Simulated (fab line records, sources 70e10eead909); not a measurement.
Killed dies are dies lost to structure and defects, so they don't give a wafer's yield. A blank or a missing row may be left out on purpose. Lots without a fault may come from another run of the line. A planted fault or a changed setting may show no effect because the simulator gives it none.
Chamber matching | flow nand_harc | NHARC_A_M0_PRE_CLEAN_31 on pecvd-02: 3 sister chambers
The step time 12 s. 6 wafers are shown with their chamber, then 11 later ones without.

WAFERS WITH THEIR CHAMBER
wafer  | chamber | heater_power_w (W)
L082.5 | 0       | 580
L084.5 | 1       | 716
L083.2 | 2       | 497
L083.5 | 2       | 489
L083.6 | 1       | 716
L086.1 | 0       | 539

WAFERS WITHOUT THEIR CHAMBER
wafer  | heater_power_w (W)
L086.2 | 651
L086.5 | 576
L091.2 | 547
L091.4 | 689
L091.6 | 542
L090.2 | 568
L090.4 | 494
L090.5 | 591
L096.1 | 531
L096.4 | 526
L096.5 | 652

WHICH CHAMBER EACH WENT THROUGH
wafer  | from the rows above     | in truth
L086.2 | can't be placed: 1 or 0 | 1
L086.5 | 0                       | 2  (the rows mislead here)
L091.2 | 0                       | 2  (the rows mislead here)
L091.4 | 1                       | 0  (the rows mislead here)
L091.6 | can't be placed: 0 or 2 | 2
L090.2 | 0                       | 0
L090.4 | 2                       | 2
L090.5 | 0                       | 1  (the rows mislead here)
L096.1 | can't be placed: 0 or 2 | 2
L096.4 | can't be placed: 2 or 0 | 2
L096.5 | can't be placed: 1 or 0 | 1
Placed correctly: 2 of 11. Can't be placed from these rows: 5 (the true chamber is among the candidates in 5). Placed wrongly: 4.
How it was worked out, from the rows above alone: a wafer's distance from a chamber is the root of the sum, over the readings, of the square of ((its reading less the chamber's mean) divided by the reading's scatter). The wafer belongs to the nearest chamber; if the next one is less than 2 further off, it can't be placed. A chamber's mean is the mean of its shown wafers. The scatter: the root of (the sum of the squares of (reading less its chamber's mean) over the shown wafers, divided by (wafers less chambers)).
